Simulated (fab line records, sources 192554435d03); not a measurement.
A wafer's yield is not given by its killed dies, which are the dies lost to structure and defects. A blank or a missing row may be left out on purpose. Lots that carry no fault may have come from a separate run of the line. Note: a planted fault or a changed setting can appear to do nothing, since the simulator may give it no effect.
Lot-split experiment / flow n5-finfet / 21 wafers read from 7 lots, route of 1938 steps

THE SPLIT ITSELF
At N5_SD_EPI_P_PEB_07 (peb time 60 s), the setting peb-time-s was moved away from the recipe's 60 s on 4 of the 21 wafers read, by -5.8% to +17.5%. For the rest of the wafers, this setting stayed at what the recipe calls for.

BETWEEN THE SPLIT AND THE READING: the file shows 1 step in between
- N5_SD_EPI_P_DEVELOP_08: develop time 30 s

THE READING
Shown in nm: cd-nm at N5_SD_EPI_P_CD_MEAS_09, with target cd 240 nm. Typical for fault-free wafers on this fab line: 239.9 nm, with standard deviation 0.56 nm.

wafer=L074.3; tool, chamber at the split=litho-track-01, 0; peb-time-s as run, s=60; against the recipe=recipe; cd-nm, nm=239.3; against lot-mates on the recipe=-
wafer=L074.4; tool, chamber at the split=litho-track-01, 0; peb-time-s as run, s=60; against the recipe=recipe; cd-nm, nm=239.9; against lot-mates on the recipe=-
wafer=L074.6; tool, chamber at the split=litho-track-01, 0; peb-time-s as run, s=60; against the recipe=recipe; cd-nm, nm=238.9; against lot-mates on the recipe=-
wafer=L076.3; tool, chamber at the split=litho-track-01, 0; peb-time-s as run, s=60; against the recipe=recipe; cd-nm, nm=239.5; against lot-mates on the recipe=-
wafer=L076.4; tool, chamber at the split=litho-track-01, 0; peb-time-s as run, s=70.49; against the recipe=+17.5%; cd-nm, nm=245.5; against lot-mates on the recipe=+6.0
wafer=L076.6; tool, chamber at the split=litho-track-01, 0; peb-time-s as run, s=70.49; against the recipe=+17.5%; cd-nm, nm=245.5; against lot-mates on the recipe=+6.0
wafer=L081.2; tool, chamber at the split=litho-track-04, 0; peb-time-s as run, s=60; against the recipe=recipe; cd-nm, nm=240.5; against lot-mates on the recipe=-
wafer=L081.3; tool, chamber at the split=litho-track-04, 0; peb-time-s as run, s=60; against the recipe=recipe; cd-nm, nm=239.7; against lot-mates on the recipe=-
wafer=L081.4; tool, chamber at the split=litho-track-04, 0; peb-time-s as run, s=60; against the recipe=recipe; cd-nm, nm=240.5; against lot-mates on the recipe=-
wafer=L084.3; tool, chamber at the split=litho-track-05, 0; peb-time-s as run, s=60; against the recipe=recipe; cd-nm, nm=240.4; against lot-mates on the recipe=-
wafer=L084.4; tool, chamber at the split=litho-track-05, 0; peb-time-s as run, s=60; against the recipe=recipe; cd-nm, nm=240.0; against lot-mates on the recipe=-
wafer=L084.5; tool, chamber at the split=litho-track-05, 0; peb-time-s as run, s=60; against the recipe=recipe; cd-nm, nm=240.6; against lot-mates on the recipe=-
wafer=L094.4; tool, chamber at the split=litho-track-05, 0; peb-time-s as run, s=64.42; against the recipe=+7.4%; cd-nm, nm=243.5; against lot-mates on the recipe=+3.7
wafer=L094.5; tool, chamber at the split=litho-track-05, 0; peb-time-s as run, s=60; against the recipe=recipe; cd-nm, nm=239.2; against lot-mates on the recipe=-
wafer=L094.6; tool, chamber at the split=litho-track-05, 0; peb-time-s as run, s=60; against the recipe=recipe; cd-nm, nm=240.5; against lot-mates on the recipe=-
wafer=L095.1; tool, chamber at the split=litho-track-01, 0; peb-time-s as run, s=60; against the recipe=recipe; cd-nm, nm=240.8; against lot-mates on the recipe=-
wafer=L095.4; tool, chamber at the split=litho-track-01, 0; peb-time-s as run, s=60; against the recipe=recipe; cd-nm, nm=240.5; against lot-mates on the recipe=-
wafer=L095.5; tool, chamber at the split=litho-track-01, 0; peb-time-s as run, s=60; against the recipe=recipe; cd-nm, nm=239.8; against lot-mates on the recipe=-
wafer=L096.4; tool, chamber at the split=litho-track-01, 0; peb-time-s as run, s=60; against the recipe=recipe; cd-nm, nm=239.7; against lot-mates on the recipe=-
wafer=L096.5; tool, chamber at the split=litho-track-01, 0; peb-time-s as run, s=56.55; against the recipe=-5.8%; cd-nm, nm=237.5; against lot-mates on the recipe=-2.8
wafer=L096.6; tool, chamber at the split=litho-track-01, 0; peb-time-s as run, s=60; against the recipe=recipe; cd-nm, nm=240.9; against lot-mates on the recipe=-

THE FIT
A straight line over all 21 wafers: cd-nm changes by +0.331 nm for each +1% of peb-time-s; r = +0.95; the points scatter about the line by 0.62 nm.
The same after taking each lot's own level away (the mean of its wafers on the recipe; 21 wafers): +0.363 nm for each +1%; r = +0.97; scatter 0.51 nm.
That fit puts the effect of the largest move of peb-time-s on the reading at 6.3 nm.
Across the lots, their own levels run from 239.37 to 240.37 nm, a range of 1.8 times the standard deviation given above.
So the lot-to-lot level changes the slope little: the two slopes agree.
Check: +6.58 nm against its lot-mates is what the line predicts for one of the wafers moved furthest among these (+17.5%) when that wafer is left out of the fit. Against them it came out at +6 nm.

OTHER SPLITS APPLIED TO THESE WAFERS
Before the reading, these wafers also passed through other splits. Each is held against what the fit with the lots' levels taken away leaves over:
other split on the same wafers=N5_ZERO_LAYER_EXPOSE_08 dose-mj; wafers away from the commonest value=2; r with cd-nm (lot level and that fit taken away)=-0.20
other split on the same wafers=N5_ZERO_LAYER_DEVELOP_10 develop-time-s; wafers away from the commonest value=9; r with cd-nm (lot level and that fit taken away)=+0.25
other split on the same wafers=N5_WELL_APT_EXPOSE_22 dose-mj; wafers away from the commonest value=8; r with cd-nm (lot level and that fit taken away)=+0.06
other split on the same wafers=N5_WELL_APT_PEB_23 peb-time-s; wafers away from the commonest value=4; r with cd-nm (lot level and that fit taken away)=-0.10
other split on the same wafers=N5_FIN_SAQP_SPACER1_ALD_24 ald-cycles; wafers away from the commonest value=8; r with cd-nm (lot level and that fit taken away)=+0.08
other split on the same wafers=N5_FIN_CUT_COAT_02 spin-rpm; wafers away from the commonest value=6; r with cd-nm (lot level and that fit taken away)=-0.30
other split on the same wafers=N5_DUMMY_GATE_ETCH_37 source-w; wafers away from the commonest value=9; r with cd-nm (lot level and that fit taken away)=+0.07
other split on the same wafers=N5_SD_EPI_P_COAT_34 spin-rpm; wafers away from the commonest value=9; r with cd-nm (lot level and that fit taken away)=-0.18

THE WHOLE CHAIN: every reading that the file lists as answering this split, in the file's order
step=N5_SD_EPI_P_CD_MEAS_09; what it does=target cd 240 nm; reading=cd-nm; change (the file's fit)=+0.377 nm for each +1% of the setting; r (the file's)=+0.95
step=N5_SD_EPI_P_DESCUM_14; what it does=chemistry O2, time 7.9 s; reading=SD_EPI_P.cd-nm (the simulator's own value, which no gauge read); change (the file's fit)=+0.368 nm for each +1% of the setting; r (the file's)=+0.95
step=N5_SD_EPI_P_ETCH_36; what it does=etches SiARC in CF4, target depth 45.5 nm, time 75.8 s; reading=SD_EPI_P.cd-nm (the simulator's own value, which no gauge read); change (the file's fit)=+0.354 nm for each +1% of the setting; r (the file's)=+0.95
step=N5_SD_EPI_P_ETCH_37; what it does=etches SOC in N2/H2, overetch 108 nm, time 486 s; reading=SD_EPI_P.cd-nm (the simulator's own value, which no gauge read); change (the file's fit)=+0.419 nm for each +1% of the setting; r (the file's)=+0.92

FILE'S OWN FIT
cd-nm changes by +0.377 nm for each +1% of peb-time-s, r = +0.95.
